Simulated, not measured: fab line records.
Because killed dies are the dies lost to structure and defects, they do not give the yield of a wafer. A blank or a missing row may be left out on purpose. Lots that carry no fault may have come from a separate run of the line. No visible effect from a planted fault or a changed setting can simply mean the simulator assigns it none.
fab line records    flow n5_finfet
record lots=4  wafers=12  last_day=17
route steps=1938 shown SD_EPI_N@268 BEOL_M4@1111 PASSIVATION@1936
lots untouched by any fault: they come from a run of this same line in which no faults occurred
start_h: the number of hours between the record's first day and the start of the first shown wafer of the lot    wait_h: hours from the lot's prior step to this one    " same as the row above    L1.1+2: a row that stands for several wafers    - either no value or no given start    * or withheld: withheld    < > ~ a bound
route shown NAME@n: a module of which the file shows steps, and the number in the route of the first    usual: mean/standard deviation taken from wafers without a fault    same: alike in all rows    chamber/n: place in a boat    sites: each site's reading    _std_site: the values' standard deviation    _edge_site: the outer-site mean with the inner-site mean subtracted    radius_mm: how far each site lies from the wafer's centre    mask NAME#n: copy n    behind: the tool/chamber that last shaped the wafer    hold: what put the lot on hold/how long, in hours/how the hold closed    device: which transistor (n, p or np) failed to switch    end of line: the route-end tests of the same wafers    a step given without rows: its recipe and nothing more    killed: not the wafer's yield, but the dies lost to structure and defects at the first sort    map: a wafer's dies, x killed, . not, _ none there
set.NAME: the run value of the setting; set.NAME@STEP: its run value at that earlier step    model.NAME: the simulator's own value behind a step, which no gauge read
a table for each step, a row for each wafer; lots at some steps of the route
services: a tool's chamber out of use, with start hour (start_h, from the record's first day; less than 0 if before it), hours out, and reason
## steps
# step N5_SD_EPI_N_PEB_07
# recipe peb_temp_c=110  peb_time_s=60  resist=CAR-ArF-block
# step N5_SD_EPI_N_DEVELOP_08
# recipe develop_time_s=30  developer=TMAH  resist=CAR-ArF-block  dev_temp_c=23  rinse_liquid=diw  dry=air_spin
# step N5_SD_EPI_N_DESCUM_14
# recipe chemistry=O2  time_s=7.9  source_power_w=50  bias_power_w=20  pressure_mtorr=20  rf_frequency_hz=2.712e+07  temp_c=40  resist=CAR-ArF-block  o2_flow_sccm=225
# step N5_SD_EPI_N_ETCH_34
# recipe chemistry=CF4  target=SiARC  target_depth_a=455  mask_material=CAR-ArF-block  time_s=75.8  ion_energy_ev=80  pressure_mtorr=40  source_w=545  bias_w=36  Ar_flow_sccm=100  cf4_flow_sccm=100  ends=cleared
# step N5_SD_EPI_N_ETCH_35
# recipe chemistry=N2/H2  target=SOC  overetch_a=1080  mask_material=SiARC  temp_c=40  ion_energy_ev=100  source_w=3000  bias_w=133  pressure_mtorr=20  time_s=486  n2_flow_sccm=200  h2_flow_sccm=200
# step N5_SD_EPI_N_STRIP_36
# recipe chemistry=N2/H2  temp_c=40  n2_flow_sccm=200  h2_flow_sccm=200  rf_frequency_hz=6e+07
# step N5_SD_EPI_N_ETCHBACK_44
# recipe chemistry=CH3F/O2  mode=anisotropic_etchback  target=SiNx  target_depth_a=145  stop_on=SiO2  over_etch_frac=0.3  ion_energy_ev=120  pressure_mtorr=30  source_w=395  bias_w=73  Ar_flow_sccm=150  CH3F_flow_sccm=30  O2_flow_sccm=20
# step N5_SD_EPI_N_ETCH_45
# recipe chemistry=CH3F/O2  target=SiOCN  target_depth_a=60  mask_material=SOC  ion_energy_ev=60  bias_w=29  pressure_mtorr=15  source_w=410  Ar_flow_sccm=150  CH3F_flow_sccm=30  O2_flow_sccm=20
# step N5_SD_EPI_N_ETCH_16
# recipe chemistry=CHF3/O2  target=SiO2  target_depth_a=50  mask_material=SOC  pressure_mtorr=30  source_w=650  bias_w=170  Ar_flow_sccm=200  CHF3_flow_sccm=50  O2_flow_sccm=5  ion_energy_ev=200
# step N5_SD_EPI_N_STRIP_47
# recipe chemistry=CHF3/O2  resist=SiARC  rf_frequency_hz=6e+07
lot.wafer   tool         chamber  start_h  wait_h  model.SiARC_of_SD_EPI_N_COAT_33.thk_nm
L375.1+4+5  rie_diel-04  1,2,1    78.31    0.0     0
L381.1      rie_diel-04  3        118.30   0.0     11.6
L381.3      "            2        "        "       12.2
L381.6      "            3        "        "       11.8
L382.1      rie_diel-04  2        123.54   0.0     11.8
L382.4+5    "            0        "        "       12
L392.3+5+6  rie_diel-04  1,3,0    186.64   0.0     0
# step N5_SD_EPI_N_SD_RECESS_17
# recipe chemistry=HBr/Cl2/O2  target_depth_a=410  mask_material=SOC  time_s=23.7  bt_time_s=3  pressure_mtorr=10  icp_w=800  bias_w=112  HBr_flow_sccm=150  Cl2_flow_sccm=80  O2_flow_sccm=12
# usual drypump_motor_current_A=6.0/0.44  oes_product_au=1.008/0.017  throttle_valve_pct=37.29/0.24
# same bt_time_s=3
lot.wafer  tool       chamber  start_h  wait_h  drypump_motor_current_A  oes_product_au  rf_hours_counter_h  throttle_valve_pct  model.SiARC_of_SD_EPI_N_COAT_33.thk_nm
L375.1     rie_si-06  0        78.34    0.0     5.7                      1.015           8                   37.81               0
L375.4     "          2        "        "       6.7                      1.004           9                   37.31               0
L375.5     "          2        "        "       6.8                      0.999           -                   37.30               0
L381.1     rie_si-06  2        118.33   0.0     6.7                      1.007           9                   37.32               6.2
L381.3     "          1        "        "       5.3                      1.002           123                 36.93               6.8
L381.6     "          0        "        "       5.7                      1.016           -                   37.83               6.4
L382.1     rie_si-06  2        123.57   0.0     6.7                      1.002           10                  37.32               6.4
L382.4     "          3        "        "       6.0                      0.993           170                 37.28               6.6
L382.5     "          1        "        "       5.3                      1.000           -                   36.91               6.6
L392.3     rie_si-05  2        186.67   0.0     5.6                      1.031           28                  37.26               0
L392.5     "          1        "        "       6.3                      1.031           -                   37.32               0
L392.6     "          0        "        "       5.4                      1.014           -                   37.29               0
# step N5_SD_EPI_N_STRIP_38
# recipe chemistry=N2/H2  power_w=1000  temp_c=250  h2_frac=0.65  overash_fraction=0.3  pressure_mtorr=withheld  n2_flow_sccm=1750  h2_flow_sccm=3250
# step N5_SD_EPI_N_WET_ETCH_43
# recipe chemistry=dHF  dilution=withheld  time_s=14  target=SiO2  target_depth_a=15  temp_c=25
# step N5_SD_EPI_N_STRIP_18
# recipe chemistry=SPM  time_s=750  temp_c=130  h2so4_h2o2_vol_ratio=4
# step N5_SD_EPI_N_SRD_20
# recipe dry=ipa_marangoni  do_ppb=5  time_s=30  temp_c=23  rinse_liquid=diw
# step N5_SD_EPI_N_PRECLEAN_48
# recipe chemistry=NF3:NH3  afs_cycles=2  temp_c=30  time_s=20  sublimation_temp_c=180  sublimation_time_s=60  pressure_torr=3  rf_power_w=30
# step N5_SD_EPI_N_VAPOR_ETCH_50
# recipe chemistry=HCl  target=Si  temp_c=775  time_s=54  pressure_torr=20  mode=isotropic
# step N5_SD_EPI_N_EPI_21
# recipe material=Si:P  dopant=P  temp_c=680  pressure_torr=255  time_s=690
# step N5_SD_EPI_N_PRECLEAN_24
# recipe chemistry=O3/DIW  time_s=60  temp_c=22  o3_ppm=10
# step N5_SD_EPI_N_SRD_25
# recipe time_s=30  temp_c=23  rinse_liquid=diw  dry=ipa_marangoni
# step N5_SD_EPI_N_PRECLEAN_49
# recipe chemistry=NF3:NH3  afs_cycles=1  temp_c=30  time_s=20  sublimation_temp_c=180  sublimation_time_s=60  pressure_torr=3  rf_power_w=30
# step N5_SD_EPI_N_LINER_46
# recipe material=SiNx  target_thk_a=30  temp_c=400  ald_precursor_family=SiH2I2  ald_co_reactant=N2/H2-plasma  pressure_torr=2
# step N5_SD_EPI_N_INSPECT_26
# recipe inspect_instrument=darkfield  mode=post_epi
# usual raw_defect_count=209/40
lot.wafer  tool               chamber  start_h  wait_h  raw_defect_count
L375.1     defect_inspect-02  -        82.36    0.2     241
L375.4     "                  -        "        "       286
L375.5     "                  -        "        "       345
L381.1     defect_inspect-01  -        121.60   0.1     6004
L381.3     "                  -        "        "       6068
L381.6     "                  -        "        "       6005
L382.1     defect_inspect-02  -        126.83   0.1     6110
L382.4     "                  -        "        "       5928
L382.5     "                  -        "        "       6009
L392.3     defect_inspect-02  -        189.98   0.1     195
L392.5     "                  -        "        "       231
L392.6     "                  -        "        "       223
# step N5_BEOL_M4_RC_MEAS_101
# usual DIBL_N=36.4/1.4  DIBL_P=36.3/1.8  IOFF_N=0.163/0.024  IOFF_P=0.21/0.034  ION_N=673/11  ION_P=461/7.4  SS_N=71.6/0.52  SS_P=73.3/0.58  VT_N=249.4/2.5  VT_P=-250/3.5
lot.wafer  tool       chamber  start_h  wait_h  DIBL_N[mV/V]  DIBL_P[mV/V]  IOFF_N[nA/um]  IOFF_P[nA/um]  ION_N[uA/um]  ION_P[uA/um]  SS_N[mV/dec]  SS_P[mV/dec]  VT_N[mV]  VT_P[mV]
L375.1     prober-01  0        201.62   0.0     35.6          36.3          0.159          0.20           674           457           71.3          73.8          251.1     -252
L375.4     "          0        "        "       35.8          36.3          0.154          0.20           663           457           71.4          73.7          251.2     -252
L375.5     "          0        "        "       36.3          37.0          0.165          0.22           664           455           72.2          73.6          251.1     -251
L392.3     prober-02  0        300.44   0.3     36.6          32.3          0.148          0.16           665           447           71.3          72.9          253.0     -256
L392.5     "          0        "        "       36.6          33.5          0.160          0.18           679           456           71.4          73.5          248.1     -256
L392.6     "          0        "        "       35.2          31.7          0.131          0.16           664           454           71.5          73.3          250.8     -254
# step N5_PASSIVATION_PROBE_49
# usual defect_limited_yield=91.4/1.6  killed_at_M0_to_M3=34/12  killed_at_M4_up=13/5.2  killed_at_contacts=11/5.5  killed_at_front_end=40/13  killed_at_other=3.4/2.7  killed_dies=102/19  killed_on_rim=13/4.3  killed_open=66/15  killed_short=33/7.9  sort_bin_5_function=5.1/1.1  sort_bin_6_memory=3.2/0.7  sort_n_pass=1078/19  sort_yield_pct=91.4/1.6
# same gross_dies=1180  killed_at_back_side=0  sort_bin_4_leakage[%]=0  sort_bin_8_speed[%]=0
lot.wafer  tool       chamber  start_h  wait_h  defect_limited_yield[%]  killed_at_M0_to_M3  killed_at_M4_up  killed_at_contacts  killed_at_front_end  killed_at_other  killed_dies  killed_on_rim  killed_open  killed_short  sort_bin_5_function[%]  sort_bin_6_memory[%]  sort_n_pass  sort_yield_pct[%]
L375.1     prober-01  -        302.33   0.0     92.1                     27                  15               7                   39                   5                93           8              53           40            4.9                     2.7                   1087         92.1
L375.4     prober-01  -        302.48   0.2     91.8                     31                  14               3                   48                   1                97           11             60           36            4.9                     2.9                   1083         91.8
L381.1     prober-02  -        341.60   0.0     12.6                     54                  16               13                  944                  4                1031         87             77           41            83.3                    3.6                   149          12.6
L381.3     prober-02  -        341.70   0.1     5.1                      66                  13               15                  1025                 1                1120         119            84           44            90.8                    3.6                   60           5.1
L381.6     prober-02  -        341.85   0.3     11.0                     34                  17               22                  973                  4                1050         100            78           35            84.7                    3.9                   130          11.0
L382.1     prober-01  -        357.07   0.0     12.5                     18                  10               5                   999                  0                1032         90             71           27            84.3                    2.9                   148          12.5
L382.4     prober-01  -        357.22   0.2     8.7                      35                  16               4                   1020                 2                1077         108            66           24            88.1                    3.1                   103          8.7
L382.5     prober-01  -        357.27   0.2     9.2                      35                  8                10                  1010                 8                1071         101            78           36            86.1                    4.3                   109          9.2
# killed by level:class
L375.1 BEOL_M0_SAQP:geometric_particle:short=14 FIN_SAQP:geometric_particle:open=9 FIN_SAQP:geometric_particle:short=9 BEOL_M0_SAQP:geometric_particle:open=7 BEOL_M4:geometric_particle:open=7 STI_FIN_REVEAL:geometric_particle:open=6 GATE_CUT:geometric_particle:short=5 MOL_CONTACT_COAG:geometric_particle:open=5
L375.4 FIN_SAQP:geometric_particle:open=17 BEOL_M2:geometric_particle:open=10 BEOL_M0_SAQP:geometric_particle:short=9 FIN_SAQP:geometric_particle:short=8 BEOL_M4:geometric_particle:open=8 STI_FIN_REVEAL:geometric_particle:open=5 DUMMY_GATE:geometric_particle:short=4 BEOL_M0_SAQP:geometric_particle:open=4
L381.1 SD_EPI_N:area_epi=910 BEOL_M2:geometric_particle:open=19 BEOL_M0_SAQP:geometric_particle:short=13 MOL_CONTACT_COAG:geometric_particle:open=11 BEOL_M0_SAQP:geometric_particle:open=10 FIN_SAQP:geometric_particle:short=9 BEOL_M4:geometric_particle:open=9 FIN_SAQP:geometric_particle:open=5
L381.3 SD_EPI_N:area_epi=992 BEOL_M0_SAQP:geometric_particle:short=20 BEOL_M2:geometric_particle:open=20 BEOL_M0_SAQP:geometric_particle:open=16 MOL_CONTACT_COAG:geometric_particle:open=15 FIN_SAQP:geometric_particle:short=10 BEOL_M4:geometric_particle:open=8 STI_FIN_REVEAL:geometric_particle:open=6
L381.6 SD_EPI_N:area_epi=936 MOL_CONTACT_COAG:geometric_particle:open=18 BEOL_M0_SAQP:geometric_particle:open=12 FIN_SAQP:geometric_particle:open=10 BEOL_M4:geometric_particle:open=10 BEOL_M3:geometric_particle:open=9 BEOL_M0_SAQP:geometric_particle:short=7 FIN_SAQP:geometric_particle:short=5
L382.1 SD_EPI_N:area_epi=932 FIN_SAQP:geometric_particle:open=17 STI_FIN_REVEAL:geometric_particle:open=13 DUMMY_GATE:geometric_particle:open=10 BEOL_M3:geometric_particle:open=7 BEOL_M2:geometric_particle:open=6 FIN_SAQP:geometric_particle:short=5 BEOL_M4:geometric_particle:open=5
L382.4 SD_EPI_N:area_epi=987 BEOL_M2:geometric_particle:open=10 BEOL_M1:geometric_particle:open=9 STI_FIN_REVEAL:geometric_particle:open=8 BEOL_M0_SAQP:geometric_particle:open=8 BEOL_M4:geometric_particle:open=7 FIN_SAQP:geometric_particle:open=6 FIN_SAQP:geometric_particle:short=4
L382.5 SD_EPI_N:area_epi=954 STI_FIN_REVEAL:geometric_particle:open=22 BEOL_M2:geometric_particle:open=11 DUMMY_GATE:geometric_particle:open=10 MOL_CONTACT_COAG:geometric_particle:open=7 BEOL_M3:geometric_particle:open=7 FIN_SAQP:geometric_particle:open=5 FIN_SAQP:geometric_particle:short=4
# map L381.3 (x killed, . not)
_________________xxxxxxxxxxxx________________
______________xxxxxxxxxxxxxxxxx._____________
___________xxxxxxxxxx.xxxxxxxxxx...__________
__________xxxxxxxxxxxxxxxxxxxxxxx.xx_________
________..xxxxxxxxxxxxxxxxxxxxxxxxxxxx_______
_______xxxxxxxxxxxxxxxxxxxxxxxxxxxxxxx.______
______xxxxxxxxxxxxxxxxxxxxxxxxxxxxxxxxxx_____
_____x.xx.xxxxxxxxxxxxxxxxxxxxxxxxxxxxxxx____
____x.xxxxxxxxxxxxxxxxxxxxxxxxxxxxx.xxxxxx___
___xxxxxx.xxxxxxxxxxxxxxxxxxxxxxxxxxxxxxxx.__
___xxxxxxxxxxxxxxxxxxxxxxxxxxxxxxxxxxxxxxxx__
__x..xxxxxxxxxxxxxxxxxxxxxxxxxxxxxxxxxxxxxxx_
__xxxxxxxxxxxxxxxxxxxxxxxxxxxxxxxxxxxxxxxxx._
_xxxxxxxxxxxxxxxxxxxxxxxxxxxxxxxxxxxxxxxxxxx.
_..xxxxxxxxxxxxxxxxxxxxxxxxxxxxxxxxxxxxxxxxx.
_xxxxxxxxxxxxxxxxxxxxxxxxxxxxxxxxxxxxxxxxxxx.
_xxxxxxxxxxxxxxxxxxxxxxxxxxxxxxxxxxxxxxxxxxxx
_xxx.xxxxxxxxxxxxxxxxxxxxxxxxxxxxxxxxxxxxxxxx
_x.xxxxxxxxxxxxxxxxxxxxxxxxxxxxxxxxxxxxxxxxxx
_.xxxxxxxxxxxxxxxxxxxxxxxxxxxxxxxxxxxxxxxxxx.
_xx.xxxxxxxxxxxxxxxxxxxxxxxxxxxxxxxxxxxxxxxxx
__xxxxxxxxxxxxxxxxxxxxxxxxxxxxxxxxxxxxxxxxxx_
__xx.xxxxxxxxxxxxxxxxxxxxxxxxxxxxxxxxxxxxxxx_
___xxxxxxxxxxxxxxxxxxxxxxxxxxxxxxxxxxxx.x.x__
___xxxx.xxxxxxxxxxxxxxxxxxxxxxxxxxxx.xxxxx.__
____x.xxxxxxxxxxxxxxxxxxxxxxxxx.xxxxxxxxxx___
_____xxxxxxxxxxxxxxxxxxxxxxxxxxxxxxxx.xxx____
______xxxxxx.xxxxxxxxxxxxxxxxxxxxxxxxxxx_____
_______xxxx.xxxxxxxxxxxxxxxxxxxxxxxxx..______
________x.xxx..xxxxxxxxxxxxxxxxxxxxx.x_______
__________xxxxxxxxxxxxxxxxxxxxxxxxxx_________
___________xxxxx.xxxxxxx.xxx.xx..x.__________
______________xxxx.x.xxxxxx....x_____________
_________________xxx.xxxxx.x.________________
# map L382.4 (x killed, . not)
_________________xxx.x.xxx...________________
______________xxxxxxxxxx.x.xxx.x_____________
___________.xxxxx.xxx...xxxxxx.xxxx__________
__________xxx.xxxx.xxx..xxxxxxxx..x._________
________xxxxxxxxxxxxxxxxxxxxxxxxxxx.xx_______
_______x.xxxxxxxxxxxxxxxxxxxxxxxx.xx.xx______
______x.xxxxxxxxxxxxxxxxxxxxxxxxxxxxx.xx_____
_____..xxxxxxxxxxxxxxxxxxxxxxxxxxxxxxxxxx____
____xxxxxx.xxxxxxxxxxxxxxxxxxxxxxxxx.xxxx.___
___xx.xxxxxxxxx.xxxxxxxxxxxxxxxxxxxxxxxxxx.__
___xxxxxxxxxxxxxxxxxxxxxxxxxxxxxxxxxxxxxx.x__
__xx.xx.xxxxxxxxxxxxxxxxxxxxxxxxxxxxxxxxxxxx_
__xxxxxxx.xxxxxxxxxxxxxxxxxxxxxxxxxxxxxx.xx._
_xxxxxxxxxxxxxxxxxxxxxxxxxxxxxxxxxxxxxxxxxxxx
_.xx.xxxxxxxxxxxxxxxxxxxxxxxxxxxxxxxxxxx..xxx
_xxxxxxxxxxxxxxxxxxxxxxxxxxxxxxxxxxxxxxxxxxx.
_.xxxx.xxxxxxxxxxxxxxxxxxxxxxxxxxxxxxxxxxx.x.
_xxxxxxxxxxxxxxxxxxxxxxxxxxxxxxxxxxxxxxxxx...
_xxxxxxxxxxxxxxxxxxxxxxxxxxxxxxxxxxxxxxxxxxxx
_xx.xxxxxxxxxxxxxxxxxxxxxxxxxxxxxxxxxxxxxxxxx
_x.xxxxxxxxxxxxxxxxxxxxxxxxxxxxxxxxxxxxxxx.xx
__.x.xxxxxxxxxxxxxxxxxxxxxxxxxxxxxxxxxxxxxxx_
__.xxxx.xxxxx.xxxxxxxxxxxxxxxxxxxxxxxxxxx.x._
___..xxxxxxxxxxxxxxxxxxxxxxxxxxxxxxxxxxxxx.__
___xxx.xxxxxxxxxxxxxxxxxxxxxxxxxxxxx.x.xxxx__
____xxxxxx.xxxxxxxxxxxxxxxxxxxxxxx.xxxxxx.___
_____..xxxxxxxxxxxxxxxxxxxxxxxxxxxxxxxxxx____
______x.xx.xxxxxxxxxxxxxxxx.xxxxxx.xxxxx_____
_______..xxxxxxxxxxxxxxxxx.xxxxxxx.xxxx______
________.xxxxx.x.xx.xxxxxx.xxx.xxxxxxx_______
__________xxxxxxxxxx.xxxxxxxxxxxxxx._________
___________..x..xxxxxxxxx.xxxxxxxxx__________
______________xx..xxxxxx.x.xx.xx_____________
_________________..xxxxxx.xxx________________
## services
tool         chamber  start_h  hours  kind
rie_diel-04  3        66.26    -      clean
rie_diel-04  3        66.26    -      consumable_replace:focus_ring
rie_diel-04  3        66.26    13.0   scheduled_down
rie_diel-04  3        66.26    13.0   vent_cycle
rie_si-05    0        120.19   1.3    repair
rie_si-05    2        133.14   7.7    repair
rie_diel-04  1        149.34   -      clean
rie_diel-04  1        149.34   -      consumable_replace:focus_ring
rie_diel-04  1        149.34   18.4   scheduled_down
rie_diel-04  1        149.34   18.4   vent_cycle
rie_si-06    2        176.33   6.7    repair
## key
first_sign step=N5_SD_EPI_N_INSPECT_26  reading=raw_defect_count  direction=up  sigmas=99+  usual=209  struck=6021
effect step=N5_PASSIVATION_PROBE_49  reading=killed_at_front_end  direction=up  sigmas=76  usual=40  struck=995
model_effect step=N5_SD_EPI_N_STRIP_47  value=SiARC_of_SD_EPI_N_COAT_33.thk_nm  without=0  struck=11.9
model_effect step=N5_SD_EPI_N_SD_RECESS_17  value=SiARC_of_SD_EPI_N_COAT_33.thk_nm  without=0  struck=6.5
more_kills_born_at N5_SD_EPI_N_EPI_21@epi_rpcvd-03=5711
met_at N5_SD_EPI_N_STRIP_47
struck_wafers L381.1,L381.3,L381.6,L382.1,L382.4,L382.5
later_rows_left_out L381.1,L381.3,L381.6,L382.1,L382.4,L382.5
onset_between 78.31 118.30
also_fits N5_SD_EPI_N_SD_RECESS_17:rie_si-06
fault kind=skipped_step_whole  tool=rie_diel-04  chamber=-  onset_h=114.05  steps=N5_SD_EPI_N_STRIP_47  scope=struck_lots_only
# later_rows_left_out: the simulator's readings of these wafers behind a module that went badly wrong aren't trusted and aren't shown, but for the sort
